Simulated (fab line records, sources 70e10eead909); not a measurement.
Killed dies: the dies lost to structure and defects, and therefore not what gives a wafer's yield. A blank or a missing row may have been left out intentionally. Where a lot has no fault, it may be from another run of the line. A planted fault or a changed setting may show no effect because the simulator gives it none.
A lot that was struck, set against a sound lot    flow nand_harc    15 steps out of a route of 1159
Sound: wafers L316.1, L316.2, L316.5. Wafers struck: L305.4, L305.5, L305.6. The cause is given at the end.
Order at every step that has rows: each side's tool, ch and its chambers, its first start. Under that, the readings that differ: sound wafers    struck wafers    difference of the means    sigmas: that difference in standard deviations of wafers without a fault.
alike: words and numbers the same on both sides, and readings whose means are apart by under 2 such deviations; not compared: readings that were withheld, readings missing a value for some wafer, numbers with overlapping values and no deviation given by the record, and bounds like >300 which may hide the same value.
Wherever a step has rows on one side only, a row that says differs or no value, or a row with sigmas, the two part there. Numbers that have no deviation but don't overlap get no sigmas and don't part them. Lack of a reading on every wafer of one side parts them only where that side has two or more wafers.

NHARC_A_CONTACT_INSPECT_44:
  struck on defect_inspect-02, day 19 06:05; sound on defect_inspect-02, day 21 11:57
  alike: raw_defect_count
then, 1 step without rows for these wafers: NHARC_A_CONTACT_DESCUM_47 (chemistry O2, time 3 s).
NHARC_A_CONTACT_ETCH_48: etches the open film in CF4, target depth 39 nm, time 65 s.
  sound on rie_diel-08 ch 1,2,3, day 21 12:10; struck on rie_diel-11 ch 0,3, day 19 06:17
  alike: bias_w, cf4_flow_sccm, drypump_motor_current_A, oes_product_au, rf_vpp_V, showerhead_plenum_p_Torr, throttle_valve_pct
  not compared: rf_hours_counter_h
NHARC_A_CONTACT_ETCH_49: etches the open film in N2/H2, target depth 260 nm, time 475.3 s.
  sound on rie_diel-08 ch 0,1,3; struck on rie_diel-11 ch 2,3
  alike: bias_w, chamber_pressure_mTorr, drypump_motor_current_A, h2_flow_sccm, oes_product_au, rf_vpp_V, showerhead_plenum_p_Torr, throttle_valve_pct
  not compared: rf_hours_counter_h
then, 3 steps without rows for these wafers: NHARC_A_CONTACT_ETCH_50 (etches the open film in CF4/CHF3, target depth 84.7 nm, time 42.4 s); NHARC_A_CONTACT_ETCH_51 (etches the open film in O2/COS, target depth 3600 nm, time 936 s); NHARC_A_CONTACT_ETCH_111 (etches the open film in C4F8/O2/Ar, time 140 s, target depth 700 nm).
NHARC_A_CONTACT_ETCH_112: etches the open film in C4F8/O2/Ar, time 94 s, target depth 922 nm.
  sound on har_cap_etch-01 ch 0,1, day 21 13:32; struck on har_cap_etch-01 ch 0,1, day 19 07:52
  alike: chamber_pressure_mTorr, oes_air_line_au
  not compared: rf_hours_counter_h
NHARC_A_CONTACT_ETCH_113: etches the open film in C4F8/O2/Ar, time 94 s, target depth 922 nm.
  sound on har_cap_etch-01 ch 0,1, day 21 13:37; struck on har_cap_etch-01 ch 0,1, day 19 07:57
  alike: chamber_pressure_mTorr, oes_air_line_au
  not compared: rf_hours_counter_h
then, 1 step without rows for these wafers: NHARC_A_CONTACT_ETCH_114 (etches the open film in C4F8/O2/Ar, time 94 s, target depth 922 nm).
NHARC_A_CONTACT_ETCH_115: etches the open film in C4F8/O2/Ar, time 94 s, target depth 922 nm.
  sound on har_cap_etch-01 ch 0,1, day 21 13:48; struck on har_cap_etch-01 ch 0,1, day 19 08:08
  alike: chamber_pressure_mTorr, oes_air_line_au
  not compared: rf_hours_counter_h
then, 1 step without rows for these wafers: NHARC_A_CONTACT_ETCH_116 (etches the open film in C4F8/O2/Ar, time 94 s, target depth 922 nm).
NHARC_A_CONTACT_ETCH_117: etches the open film in C4F8/O2/Ar, time 94 s, target depth 922 nm.
  sound on har_cap_etch-01 ch 0,1, day 21 13:59; struck on har_cap_etch-01 ch 0,1, day 19 08:19
  no value came back on the struck wafers for chamber_pressure_mTorr (mTorr), oes_air_line_au (a.u.); on the sound wafers chamber_pressure_mTorr (mTorr) reads 19.996 20.011 20.016
  not compared: rf_hours_counter_h
then, 1 step without rows for these wafers: NHARC_A_CONTACT_ETCH_118 (etches the open film in C4F8/O2/Ar, time 94 s, target depth 922 nm).
-- jump in the record: it breaks off in module A_CONTACT and resumes in module END (first step shown: number 1159 of the route), and 3 days separate the struck wafers' starts before and after --
NHARC_END_SORT_01:
  sound on prober-02 ch 0, day 24 06:03; struck on prober-02 ch 0, day 22 08:04
reading          sound     struck                                                                difference                    sigmas
hold             - - -     await_dispo/1.3h/scrap await_dispo/1.3h/scrap await_dispo/1.3h/scrap  no value on the sound wafers  
killed_at_array  49 33 37  675 670 671                                                           +632                          +64
killed_dies      52 42 42  677 677 677                                                           +632                          +63
  alike: killed_at_other, killed_at_periphery, killed_open, killed_short

## WHERE THEY PART
Last at NHARC_END_SORT_01 as far as this record goes, first at NHARC_A_CONTACT_ETCH_117.

WHY: the cause the simulator had injected
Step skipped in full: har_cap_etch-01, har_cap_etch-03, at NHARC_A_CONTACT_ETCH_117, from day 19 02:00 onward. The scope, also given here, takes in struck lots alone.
